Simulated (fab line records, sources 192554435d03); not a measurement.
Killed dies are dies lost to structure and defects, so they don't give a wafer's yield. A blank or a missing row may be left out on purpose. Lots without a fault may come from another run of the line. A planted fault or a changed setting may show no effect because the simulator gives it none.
Which tool did it? | flow n5_finfet | 11 lots, 33 wafers sampled, at 2 steps of a route of 1938

WHAT THE GAUGES READ, wafer by wafer
N5_BEOL_M15_INSPECT_55: inspects for defects (darkfield). Usual: raw_defect_count 78, standard deviation 27.
lot  | measured     | on                | raw_defect_count | flag
L240 | day 12 07:10 | defect_inspect-01 | 78 46 58         |
L244 | day 13 02:47 | defect_inspect-02 | 93 105 175       |
L245 | day 13 11:30 | defect_inspect-01 | 75 98 82         |
L249 | day 14 20:31 | defect_inspect-02 | 15 26 43         |
L250 | day 14 22:17 | defect_inspect-02 | 93 102 76        |
L252 | day 15 09:58 | defect_inspect-02 | 81 149 78        |
L254 | day 16 00:22 | defect_inspect-02 | 50 129 66        |
L255 | day 16 00:41 | defect_inspect-01 | 58 89 32         |
L256 | day 16 03:31 | defect_inspect-01 | 69 107 72        |
L262 | day 17 03:21 | defect_inspect-01 | 67 28 59         |
L260 | day 17 07:38 | defect_inspect-02 | 101 86 41        |

WHICH TOOL RAN EACH LOT (tool, then ch and the chambers of the sampled wafers, then the start)
lot  | N5_BEOL_M15_ANNEAL_48
L240 | rtp_anneal-01 ch 0, day 12 06:25
L244 | rtp_anneal-01 ch 0, day 13 02:02
L245 | rtp_anneal-02 ch 0, day 13 10:50
L249 | rtp_anneal-01 ch 0, day 14 19:49
L250 | rtp_anneal-01 ch 0, day 14 21:32
L252 | rtp_anneal-02 ch 0, day 15 09:13
L254 | rtp_anneal-02 ch 0, day 15 23:37
L255 | rtp_anneal-01 ch 0, day 16 00:04
L256 | rtp_anneal-02 ch 0, day 16 02:49
L262 | rtp_anneal-01 ch 0, day 17 02:41
L260 | rtp_anneal-02 ch 0, day 17 06:56
- N5_BEOL_M15_ANNEAL_48: time 90 s.

WHAT THE TOOLS THEMSELVES READ (means of the sampled wafers that have a number; where no wafer has one, the mark that the record gives instead)
N5_BEOL_M15_ANNEAL_48. Usual: wafer_temp_C_max 226.5, standard deviation 0.33.
lot  | tool          | wafer_temp_C_max | flag
L240 | rtp_anneal-01 | 226.6            |
L244 | rtp_anneal-01 | 226.5            |
L245 | rtp_anneal-02 | 226.2            |
L249 | rtp_anneal-01 | 226.7            |
L250 | rtp_anneal-01 | 226.5            |
L252 | rtp_anneal-02 | 226.4            |
L254 | rtp_anneal-02 | 226.4            |
L255 | rtp_anneal-01 | 226.3            |
L256 | rtp_anneal-02 | 226.6            |
L262 | rtp_anneal-01 | 226.2            |
L260 | rtp_anneal-02 | 226.7            |

THE ANSWER, worked out from the rows above alone
Rule: a lot is off if the mean of its wafers that have a number lies more than 3 standard deviations from the usual mean. A lot without any number at a reading at which 4 lots or more have one is off too. The other lots that the step has rows for count as sound. The gauges are gone through in route order, then the tools' own readings, and for those a lot's mean is taken as printed above. The first step at which some lot is off is used, and at that step the reading that is off furthest; a lot without a number counts as furthest.
No lot is off at any reading shown: from this, nothing can be told.

WHAT THE SIMULATOR HAD PUT IN
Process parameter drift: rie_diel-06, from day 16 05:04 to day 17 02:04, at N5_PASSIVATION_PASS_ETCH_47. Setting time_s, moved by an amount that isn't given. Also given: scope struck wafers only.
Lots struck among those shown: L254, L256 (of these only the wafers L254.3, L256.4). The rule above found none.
